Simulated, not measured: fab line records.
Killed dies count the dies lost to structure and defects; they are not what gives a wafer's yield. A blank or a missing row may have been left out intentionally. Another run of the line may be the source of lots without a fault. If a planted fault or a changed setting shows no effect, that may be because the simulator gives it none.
Which tool is to blame? | flow n5_finfet | 11 lots with 33 wafers sampled at 3 steps, on a route of 1938 steps

## WHAT THE GAUGES READ, wafer by wafer
N5_SD_ACTIVATION_RS_MEAS_03: measurement is done with a four-point probe.
lot  | measured    | on            | RS_SD_N (ohm/sq)
L075 | day 3 15:21 | film_metro-02 | 21.93 21.85 21.68
L077 | day 4 05:55 | film_metro-01 | 21.83 21.86 21.91
L079 | day 4 17:38 | film_metro-02 | 21.86 21.97 21.93
L081 | day 5 08:01 | film_metro-01 | 21.60 21.73 21.57
L083 | day 5 15:43 | film_metro-02 | 22.38 22.21 22.03
L086 | day 6 11:07 | film_metro-01 | 21.99 22.04 22.08
L089 | day 7 04:48 | film_metro-01 | 21.84 21.69 21.76
L091 | day 7 14:47 | film_metro-01 | 21.94 22.14 21.85
L093 | day 8 07:10 | film_metro-01 | 22.31 22.06 22.25
L095 | day 8 21:22 | film_metro-01 | 22.05 21.97 22.08
L097 | day 9 06:49 | film_metro-01 | 21.79 21.89 21.91

## EACH LOT AND THE TOOL THAT RAN IT (in order: tool; ch and the chambers of the sampled wafers; start)
lot  | N5_SD_EPI_P_ETCH_36               | N5_SD_EPI_P_ETCH_16
L075 | rie_diel-03 ch 0,1,2, day 3 11:12 | rie_diel-03 ch 0,1,2, day 3 11:47
L077 | rie_diel-03 ch 0,1,2, day 4 00:53 | rie_diel-03 ch 0,1,2, day 4 01:28
L079 | rie_diel-03 ch 0,1,3, day 4 13:28 | rie_diel-03 ch 0,1,3, day 4 14:03
L081 | rie_diel-04 ch 0,1,3, day 5 03:41 | rie_diel-04 ch 0,1,3, day 5 04:16
L083 | rie_diel-04 ch 1,2,3, day 5 11:24 | rie_diel-04 ch 1,2,3, day 5 11:59
L086 | rie_diel-04 ch 0,3, day 6 06:59   | rie_diel-04 ch 0,3, day 6 07:34
L089 | rie_diel-04 ch 0,1,2, day 7 00:32 | rie_diel-04 ch 0,1,2, day 7 01:07
L091 | rie_diel-04 ch 0,1,2, day 7 10:39 | rie_diel-04 ch 0,1,2, day 7 11:14
L093 | rie_diel-03 ch 0,3, day 8 03:03   | rie_diel-03 ch 0,3, day 8 03:38
L095 | rie_diel-04 ch 0,1,3, day 8 17:11 | rie_diel-04 ch 0,1,3, day 8 17:46
L097 | rie_diel-02 ch 0,1,2, day 9 01:50 | rie_diel-02 ch 0,1,2, day 9 02:25
- N5_SD_EPI_P_ETCH_36: etches SiARC in CF4, target depth 45.5 nm, time 75.8 s.
- N5_SD_EPI_P_ETCH_16: etches SiO2 in CHF3/O2, target depth 5 nm.

## THE ANSWER, worked out from the rows above alone
Rule: the lots themselves supply what counts as usual. The widest of any qualifying gaps counts: lots, ordered by their means at a reading, are off when they make up no more than a third of the lots, leave a main group of 4 or more, and stand apart from it by 3 or more times the standard deviation of that group's means. Not used: any main group whose means are identical at the precision the tables above print for the reading. Also off: a lot with no number at a reading for which 4 or more lots have one. The other lots that the step has rows for count as sound.
None of the lots is off at any reading shown; this tells nothing.

## WHAT THE SIMULATOR HAD INSERTED
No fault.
